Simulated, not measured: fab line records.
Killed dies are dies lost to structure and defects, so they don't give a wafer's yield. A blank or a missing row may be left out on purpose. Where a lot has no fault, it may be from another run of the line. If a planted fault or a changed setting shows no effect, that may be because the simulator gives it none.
Chamber matching -- flow n5-finfet -- 4 sister chambers for N5_PMOS_HMC_CHANNEL_EPI_ETCH_38 on rie-si-04
The step etches SiO2 in CF4, target depth 1.5 nm. 8 wafers are shown with their chamber, then 7 later ones without.

## WAFERS PAIRED WITH THEIR CHAMBERS
wafer,chamber,throttle-valve-pct (%),oes-product-au (a.u.)
L079.2,0,21.76,0.972
L079.3,1,21.61,0.988
L079.4,3,21.40,1.005
L086.1,0,21.77,0.970
L086.4,2,21.94,0.986
L086.6,1,21.62,0.987
L088.1,3,21.37,0.994
L088.3,2,21.95,0.986

## WAFERS WITHOUT THEIR CHAMBER
wafer,throttle-valve-pct (%),oes-product-au (a.u.)
L088.4,21.61,0.981
L090.1,21.38,1.008
L090.2,21.61,0.982
L090.3,21.94,0.988
L095.2,21.95,0.999
L095.4,21.62,0.974
L095.5,21.95,0.991

## THE CHAMBER EACH PASSED THROUGH
wafer,from the rows above,in truth
L088.4,1,1
L090.1,3,3
L090.2,1,1
L090.3,2,2
L095.2,2,2
L095.4,1,1
L095.5,2,2
Correct placement for 7 of the 7. From these rows, 0 cannot be placed. Number placed wrongly: 0.
How it was worked out, from the rows above alone: a wafer's distance from a chamber is the root of the sum, over the readings, of the square of ((its reading less the chamber's mean) divided by the reading's scatter). The wafer belongs to the nearest chamber; if the next one is less than 2 further off, it can't be placed. Each chamber's mean is taken over the wafers shown for it. How the scatter is found: for the shown wafers, subtract from each reading the mean of its chamber, square and add these, divide the total by (wafers less chambers), then take the root.
